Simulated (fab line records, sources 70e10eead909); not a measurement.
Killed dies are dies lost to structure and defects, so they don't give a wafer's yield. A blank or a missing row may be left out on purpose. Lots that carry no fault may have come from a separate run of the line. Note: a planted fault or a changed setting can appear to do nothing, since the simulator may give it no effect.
Chamber matching :: flow nandHarc :: 4 sister chambers for NHARC_P_M2_STRIP_18 on rieDiel-13
The step strips in N2/H2. 27 wafers are shown with their chamber, then 12 later ones without.

WAFERS PAIRED WITH THEIR CHAMBERS
wafer: L076.1
chamber: 3
drypumpMotorCurrentA (A): 6.1
oesProductAu (a.u.): 0.997
throttleValvePct (%): 14.167

wafer: L076.3
chamber: 1
drypumpMotorCurrentA (A): 6.5
oesProductAu (a.u.): 1.000
throttleValvePct (%): 14.156

wafer: L076.5
chamber: 2
drypumpMotorCurrentA (A): 5.7
oesProductAu (a.u.): 0.998
throttleValvePct (%): 14.166

wafer: L080.1
chamber: 1
drypumpMotorCurrentA (A): 6.5
oesProductAu (a.u.): 1.002
throttleValvePct (%): 14.181

wafer: L080.3
chamber: 3
drypumpMotorCurrentA (A): 6.1
oesProductAu (a.u.): 1.001
throttleValvePct (%): 14.174

wafer: L080.5
chamber: 3
drypumpMotorCurrentA (A): 6.1
oesProductAu (a.u.): 1.005
throttleValvePct (%): 14.171

wafer: L081.2
chamber: 3
drypumpMotorCurrentA (A): 6.1
oesProductAu (a.u.): 1.011
throttleValvePct (%): 14.182

wafer: L081.3
chamber: 2
drypumpMotorCurrentA (A): 5.8
oesProductAu (a.u.): 1.011
throttleValvePct (%): 14.159

wafer: L081.5
chamber: 3
drypumpMotorCurrentA (A): 6.1
oesProductAu (a.u.): 1.004
throttleValvePct (%): 14.181

wafer: L082.1
chamber: 3
drypumpMotorCurrentA (A): 6.1
oesProductAu (a.u.): 1.006
throttleValvePct (%): 14.179

wafer: L082.4
chamber: 3
drypumpMotorCurrentA (A): 6.1
oesProductAu (a.u.): 1.013
throttleValvePct (%): 14.177

wafer: L082.5
chamber: 1
drypumpMotorCurrentA (A): 6.5
oesProductAu (a.u.): 1.003
throttleValvePct (%): 14.173

wafer: L085.4
chamber: 3
drypumpMotorCurrentA (A): 6.1
oesProductAu (a.u.): 1.005
throttleValvePct (%): 14.183

wafer: L085.5
chamber: 1
drypumpMotorCurrentA (A): 6.5
oesProductAu (a.u.): 1.007
throttleValvePct (%): 14.165

wafer: L085.6
chamber: 2
drypumpMotorCurrentA (A): 5.7
oesProductAu (a.u.): 1.004
throttleValvePct (%): 14.183

wafer: L086.2
chamber: 1
drypumpMotorCurrentA (A): 6.5
oesProductAu (a.u.): 1.011
throttleValvePct (%): 14.165

wafer: L086.4
chamber: 2
drypumpMotorCurrentA (A): 5.7
oesProductAu (a.u.): 1.003
throttleValvePct (%): 14.176

wafer: L086.6
chamber: 3
drypumpMotorCurrentA (A): 6.1
oesProductAu (a.u.): 1.006
throttleValvePct (%): 14.173

wafer: L088.1
chamber: 0
drypumpMotorCurrentA (A): 5.6
oesProductAu (a.u.): 0.993
throttleValvePct (%): 14.174

wafer: L088.5
chamber: 0
drypumpMotorCurrentA (A): 5.6
oesProductAu (a.u.): 0.992
throttleValvePct (%): 14.177

wafer: L088.6
chamber: 1
drypumpMotorCurrentA (A): 6.4
oesProductAu (a.u.): 0.996
throttleValvePct (%): 14.173

wafer: L089.1
chamber: 2
drypumpMotorCurrentA (A): 5.7
oesProductAu (a.u.): 1.004
throttleValvePct (%): 14.188

wafer: L089.4
chamber: 1
drypumpMotorCurrentA (A): 6.5
oesProductAu (a.u.): 0.995
throttleValvePct (%): 14.160

wafer: L089.5
chamber: 1
drypumpMotorCurrentA (A): 6.5
oesProductAu (a.u.): 1.009
throttleValvePct (%): 14.154

wafer: L091.1
chamber: 3
drypumpMotorCurrentA (A): 6.1
oesProductAu (a.u.): 1.012
throttleValvePct (%): 14.166

wafer: L091.2
chamber: 2
drypumpMotorCurrentA (A): 5.7
oesProductAu (a.u.): 0.990
throttleValvePct (%): 14.183

wafer: L091.3
chamber: 0
drypumpMotorCurrentA (A): 5.6
oesProductAu (a.u.): 1.002
throttleValvePct (%): 14.182

SIGNATURES, as means of the wafers listed above
reading: drypumpMotorCurrentA
chamber 0: 5.600
chamber 1: 6.487
chamber 2: 5.717
chamber 3: 6.100
scatter within a chamber: 0.0273

reading: oesProductAu
chamber 0: 0.99567
chamber 1: 1.00287
chamber 2: 1.00167
chamber 3: 1.00600
scatter within a chamber: 0.00579

reading: throttleValvePct
chamber 0: 14.17767
chamber 1: 14.16587
chamber 2: 14.17583
chamber 3: 14.17530
scatter within a chamber: 0.00835
Rule: a wafer's distance from a chamber is the root of the sum, over the readings, of the square of ((its reading less the chamber's mean) divided by the reading's scatter). The wafer belongs to the nearest chamber; if the next one is less than 2 further off, it can't be placed. The scatter: the root of (the sum of the squares of (reading less its chamber's mean) over the shown wafers, divided by (wafers less chambers)).

WAFERS WITH NO CHAMBER GIVEN
wafer: L093.2
drypumpMotorCurrentA (A): 5.7
oesProductAu (a.u.): 0.998
throttleValvePct (%): 14.166

wafer: L093.3
drypumpMotorCurrentA (A): 6.4
oesProductAu (a.u.): 0.995
throttleValvePct (%): 14.174

wafer: L093.5
drypumpMotorCurrentA (A): 6.1
oesProductAu (a.u.): 1.004
throttleValvePct (%): 14.167

wafer: L095.2
drypumpMotorCurrentA (A): 5.7
oesProductAu (a.u.): 1.021
throttleValvePct (%): 14.171

wafer: L095.5
drypumpMotorCurrentA (A): 5.6
oesProductAu (a.u.): 0.997
throttleValvePct (%): 14.167

wafer: L095.6
drypumpMotorCurrentA (A): 6.1
oesProductAu (a.u.): 1.011
throttleValvePct (%): 14.167

wafer: L096.3
drypumpMotorCurrentA (A): 6.1
oesProductAu (a.u.): 1.013
throttleValvePct (%): 14.167

wafer: L096.5
drypumpMotorCurrentA (A): 6.1
oesProductAu (a.u.): 0.994
throttleValvePct (%): 14.178

wafer: L096.6
drypumpMotorCurrentA (A): 5.7
oesProductAu (a.u.): 0.997
throttleValvePct (%): 14.176

wafer: L097.1
drypumpMotorCurrentA (A): 5.7
oesProductAu (a.u.): 1.000
throttleValvePct (%): 14.178

wafer: L097.2
drypumpMotorCurrentA (A): 6.1
oesProductAu (a.u.): 0.998
throttleValvePct (%): 14.167

wafer: L097.4
drypumpMotorCurrentA (A): 5.6
oesProductAu (a.u.): 0.985
throttleValvePct (%): 14.177

CHAMBER TAKEN BY EACH
wafer: L093.2
from the rows above: 2
in truth: 2

wafer: L093.3
from the rows above: 1
in truth: 1

wafer: L093.5
from the rows above: 3
in truth: 3

wafer: L095.2
from the rows above: 2
in truth: 2

wafer: L095.5
from the rows above: 0
in truth: 0

wafer: L095.6
from the rows above: 3
in truth: 3

wafer: L096.3
from the rows above: 3
in truth: 3

wafer: L096.5
from the rows above: 3
in truth: 3

wafer: L096.6
from the rows above: 2
in truth: 2

wafer: L097.1
from the rows above: 2
in truth: 2

wafer: L097.2
from the rows above: 3
in truth: 3

wafer: L097.4
from the rows above: 0
in truth: 0
Placed correctly: 12 of 12. Number that these rows cannot place: 0. Wrongly placed: 0.
